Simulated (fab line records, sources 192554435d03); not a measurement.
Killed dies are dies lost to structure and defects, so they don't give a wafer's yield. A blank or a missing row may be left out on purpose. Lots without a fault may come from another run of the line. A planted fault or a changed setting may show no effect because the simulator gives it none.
fab line records | flow n5_finfet
record lots=5 wafers=15 last_day=18
route steps=1938 shown BEOL_M9@1417
lots that met no fault: from a run of the same line without faults
start_h: hours from the record's first day to the start of the lot's first wafer shown | wait_h: hours since the lot's step before | " the same as in the row above | L1.1+2: a row that stands for several wafers | - no value, or no start given | * or withheld: withheld | < > ~ a bound
route shown NAME@n: a module of which the file shows steps, and the number in the route of the first | usual: mean/standard deviation of fault-free wafers | same: alike in all rows | chamber/n: place in a boat | sites: the reading at each site | _std_site: their standard deviation | _edge_site: outer sites' mean less inner sites' | radius_mm: how far each site lies from the wafer's centre | mask NAME#n: copy n | behind: the tool/chamber that last shaped the wafer | hold: why the lot was held/for how many hours/how that ended | device: the transistor (n, p or np) that didn't switch | end of line: the same wafers' tests at the end of the route | a step without rows: its recipe alone | killed: dies lost to structure and defects at the first sort, not the wafer's yield | map: a wafer's dies, x killed, . not, _ none there
set.NAME: the setting as run; set.NAME@STEP: as run at that earlier step | model.NAME: the simulator's own value behind a step, which no gauge read
lots at some steps of the route; a table a step, a row a wafer
## steps
# step N5_BEOL_M9_DESCUM_16
# recipe chemistry=O2 time_s=7.9 source_power_w=50 bias_power_w=20 pressure_mtorr=20 rf_frequency_hz=2.712e+07 temp_c=40 resist=CAR-ArF o2_flow_sccm=225
# step N5_BEOL_M9_ETCH_61
# recipe chemistry=CF4 target=SiARC target_depth_a=390 mask_material=CAR-ArF time_s=65 ion_energy_ev=80 pressure_mtorr=40 source_w=545 bias_w=36 Ar_flow_sccm=100 cf4_flow_sccm=100 ends=cleared
# step N5_BEOL_M9_ETCH_62
# recipe chemistry=N2/H2 target=SOC target_depth_a=1100 overetch_a=220 mask_material=SiARC temp_c=40 time_s=165 ion_energy_ev=200 pressure_mtorr=30 source_w=840 bias_w=150 n2_flow_sccm=200 h2_flow_sccm=200
# step N5_BEOL_M9_STRIP_68
# recipe chemistry=N2/H2 temp_c=40 n2_flow_sccm=200 h2_flow_sccm=200 rf_frequency_hz=6e+07
# step N5_BEOL_M9_STRIP_67
# recipe chemistry=CF4 resist=SiARC power_w=300 bias_power_w=75 pressure_mtorr=50 cf4_flow_sccm=150 rf_frequency_hz=6e+07
# step N5_BEOL_M9_HM_OPEN_17
# recipe chemistry=Cl2/BCl3 target_depth_a=200 overetch_a=60 target=TiN mask_material=SOC ion_energy_ev=150 pressure_mtorr=10 icp_w=1000 bias_w=126 Cl2_flow_sccm=53.25 bcl3_flow_sccm=21.75 Ar_flow_sccm=25
# step N5_BEOL_M9_STRIP_19
# recipe chemistry=O2 power_w=400 temp_c=40 pressure_mtorr=30 rf_frequency_hz=6e+07 bias_power_w=0 overash_fraction=0.2 o2_flow_sccm=225
# step N5_BEOL_M9_COAT_63
# recipe resist=SOC temp_c=250 time_s=60 spin_rpm=1500 resist_thk_nm=60
# step N5_BEOL_M9_COAT_64
# recipe resist=SiARC temp_c=220 time_s=60 spin_rpm=1500 resist_thk_nm=12
# usual exhaust_pa=44.7/0.77 plate_temp_C=219.97/0.17 spin_speed_rpm=1500.0/0.87
# columns lot.wafer tool chamber start_h wait_h exhaust_pa plate_temp_C spin_speed_rpm model.SiARC_of_BEOL_M9_COAT_64.thk_nm
L290.1 litho_track-04 0 264.91 - 44.4 219.84 1499.1 12
L290.3 " 0 " " 45.2 219.85 1500.2 12
L290.5 " 0 " " 44.6 219.97 1500.3 12
L294.2 litho_track-04 0 269.22 - 44.9 219.72 1598.2 11.6
L294.4 " 0 " " 44.9 219.68 1598.5 11.6
L294.5 " 0 " " 45.3 219.72 1598.5 11.6
L295.1 litho_track-04 0 276.55 - 44.5 219.67 1598.9 11.8
L295.2 " 0 " " 44.3 220.21 1598.9 11.6
L295.4 " 0 " " 45.2 220.16 1599.1 11.6
L299.1 litho_track-04 0 294.55 - 43.4 220.26 1598.7 11.6
L299.2 " 0 " " 44.8 220.19 1598.9 11.6
L299.3 " 0 " " 44.9 220.25 1601.4 11.6
L308.3 litho_track-02 0 372.36 - 44.6 220.06 1501.0 12
L308.4 " 0 " " 45.3 219.75 1500.6 12
L308.6 " 0 " " 44.0 220.18 1500.0 12
# step N5_BEOL_M9_COAT_75
# recipe resist=underlayer temp_c=205 time_s=60 spin_rpm=1500 resist_thk_nm=5
# step N5_BEOL_M9_COAT_22
# recipe resist=CAR-EUV spin_rpm=1500 resist_thk_nm=30
# step N5_BEOL_M9_EBR_24
# recipe solvent=PGMEA ebr_width_mm=1.5
# step N5_BEOL_M9_SOFTBAKE_23
# recipe temp_c=110 time_s=60 resist=CAR-EUV
# step N5_BEOL_M9_EXPOSE_25
# recipe mask_id=V8 na=0.33 source_shape=annular sigma_inner=0.4 sigma_outer=0.8 polarization=unpolarized dose_mj=37.25
# step N5_BEOL_M9_PEB_26
# recipe peb_temp_c=100 peb_time_s=60 resist=CAR-EUV
# step N5_BEOL_M9_DEVELOP_27
# recipe develop_time_s=30 developer=TMAH resist=CAR-EUV rinse_liquid=surfactant_rinse dry=air_spin dev_temp_c=23
# step N5_BEOL_M9_DESCUM_33
# recipe chemistry=O2 time_s=7 source_power_w=50 bias_power_w=20 pressure_mtorr=20 rf_frequency_hz=2.712e+07 temp_c=40 resist=CAR-EUV o2_flow_sccm=225
# step N5_BEOL_M9_ETCH_76
# recipe chemistry=N2/H2 target=underlayer target_depth_a=65 mask_material=CAR-EUV time_s=5.2 ion_energy_ev=200 pressure_mtorr=30 source_w=840 bias_w=150 n2_flow_sccm=200 h2_flow_sccm=200 ends=cleared
# step N5_BEOL_M9_ETCH_65
# recipe chemistry=CF4 target=SiARC target_depth_a=156 mask_material=CAR-EUV time_s=26 ion_energy_ev=80 pressure_mtorr=40 source_w=545 bias_w=36 Ar_flow_sccm=100 cf4_flow_sccm=100 ends=cleared
# usual drypump_motor_current_A=5.7/0.54 etch_rf_on_time_s=26.2/0.69 oes_product_au=0.66/0.057 rf_vpp_V=184.0/1.2 showerhead_plenum_p_Torr=2.14/0.064 throttle_valve_pct=15.63/0.23
# columns lot.wafer tool chamber start_h wait_h drypump_motor_current_A etch_rf_on_time_s oes_product_au rf_hours_counter_h rf_vpp_V showerhead_plenum_p_Torr throttle_valve_pct model.etch.depth_nm model.CAR-EUV_of_BEOL_M9_COAT_22.thk_nm
L290.1 rie_diel-06 0 265.35 0.0 6.6 26.6 0.75 56 183.9 2.18 15.10 12.08 11
L290.3 " 1 " " 5.2 24.7 0.77 36 183.7 2.19 15.69 12.09 11
L290.5 " 2 " " 6.0 27.1 0.62 - 185.3 2.23 15.71 12.08 11.2
L294.2 rie_diel-01 2 269.78 0.0 5.9 25.4 0.66 127 185.7 2.23 15.72 11.61 11.6
L294.4 " 1 " " 5.8 24.4 0.61 217 181.6 2.05 15.87 11.64 11.6
L294.5 " 1 " " 5.8 24.1 0.61 - 183.2 2.05 15.87 11.59 11.6
L295.1 rie_diel-06 3 276.99 0.0 6.0 26.0 0.63 175 183.4 2.14 15.59 11.7 11.4
L295.2 " 1 " " 5.2 24.2 0.76 39 184.6 2.19 15.71 11.69 11.2
L295.4 " 2 " " 6.0 25.9 0.61 184 186.6 2.23 15.72 11.64 11.6
L299.1 rie_diel-06 2 296.16 0.0 5.9 26.1 0.60 192 184.9 2.23 15.75 11.61 11.6
L299.2 " 3 " " 6.0 26.2 0.61 182 184.6 2.13 15.60 11.62 11.4
L299.3 " 0 " " 6.6 25.5 0.73 68 185.1 2.17 15.15 11.59 11.6
L308.3 rie_diel-01 2 373.54 0.0 5.8 26.4 0.63 160 185.3 2.22 15.77 12.02 11.2
L308.4 " 1 " " 5.8 25.2 0.59 248 182.5 2.04 15.93 12.03 11.2
L308.6 " 3 " " 6.3 26.1 0.69 - 182.1 2.07 15.36 12.03 11.2
# step N5_BEOL_M9_ETCH_66
# recipe chemistry=N2/H2 target=SOC target_depth_a=800 overetch_a=160 mask_material=SiARC temp_c=40 time_s=120 ion_energy_ev=200 pressure_mtorr=30 source_w=840 bias_w=150 n2_flow_sccm=200 h2_flow_sccm=200
# usual drypump_motor_current_A=5.7/0.54 oes_product_au=0.59/0.047 rf_vpp_V=523.7/2.4 showerhead_plenum_p_Torr=2.54/0.078 throttle_valve_pct=17.82/0.24
# columns lot.wafer tool chamber start_h wait_h drypump_motor_current_A oes_product_au rf_hours_counter_h rf_vpp_V showerhead_plenum_p_Torr throttle_valve_pct model.SiARC_of_BEOL_M9_COAT_64.thk_nm
L290.1 rie_diel-06 0 265.37 0.0 6.6 0.66 56 525.1 2.60 17.37 6.6
L290.3 " 1 " " 5.2 0.68 36 524.2 2.59 17.98 6.2
L290.5 " 2 " " 6.0 0.56 - 526.0 2.64 17.83 6.6
L294.2 rie_diel-01 2 269.81 0.0 5.9 0.59 127 526.4 2.65 17.80 6.2
L294.4 " 1 " " 5.8 0.53 217 518.6 2.42 18.05 5.8
L294.5 " 1 " " 5.8 0.54 - 520.5 2.42 18.05 5.8
L295.1 rie_diel-06 3 277.02 0.0 6.0 0.56 175 524.0 2.52 17.69 6.2
L295.2 " 1 " " 5.2 0.67 39 525.4 2.59 18.00 6
L295.4 " 2 " " 6.0 0.56 184 528.6 2.64 17.85 6.2
L299.1 rie_diel-06 2 296.19 0.0 6.0 0.55 192 526.0 2.63 17.87 6.2
L299.2 " 3 " " 5.9 0.55 182 523.8 2.52 17.72 6.2
L299.3 " 0 " " 6.6 0.66 68 524.0 2.59 17.38 6
L308.3 rie_diel-01 2 373.57 0.0 5.9 0.56 160 527.7 2.64 17.86 6.6
L308.4 " 1 " " 5.8 0.52 248 520.0 2.41 18.09 6.2
L308.6 " 3 " " 6.3 0.62 - 521.6 2.44 17.43 6.4
# step N5_BEOL_M9_STRIP_69
# recipe chemistry=N2/H2 temp_c=40 n2_flow_sccm=200 h2_flow_sccm=200 rf_frequency_hz=6e+07
## key
first_sign step=N5_BEOL_M9_COAT_64 reading=spin_speed_rpm direction=up sigmas=99+ usual=* struck=*
effect none on later readings
model_effect step=N5_BEOL_M9_COAT_64 value=SiARC_of_BEOL_M9_COAT_64.thk_nm without=12 struck=11.62
model_effect step=N5_BEOL_M9_ETCH_65 value=etch.depth_nm without=12.01 struck=11.63
model_effect step=N5_BEOL_M9_ETCH_66 value=SiARC_of_BEOL_M9_COAT_64.thk_nm without=6.444 struck=6.067
met_at N5_BEOL_M9_COAT_64
struck_wafers L294.2,L294.4,L294.5,L295.1,L295.2,L295.4,L299.1,L299.2,L299.3
onset_between 264.91 269.22
fault kind=process_parameter_drift tool=litho_track-04 chamber=- onset_h=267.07 steps=N5_BEOL_M9_COAT_64 channel=spin_rpm offset=* shape=step end_h=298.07 acts_in=* stated=*
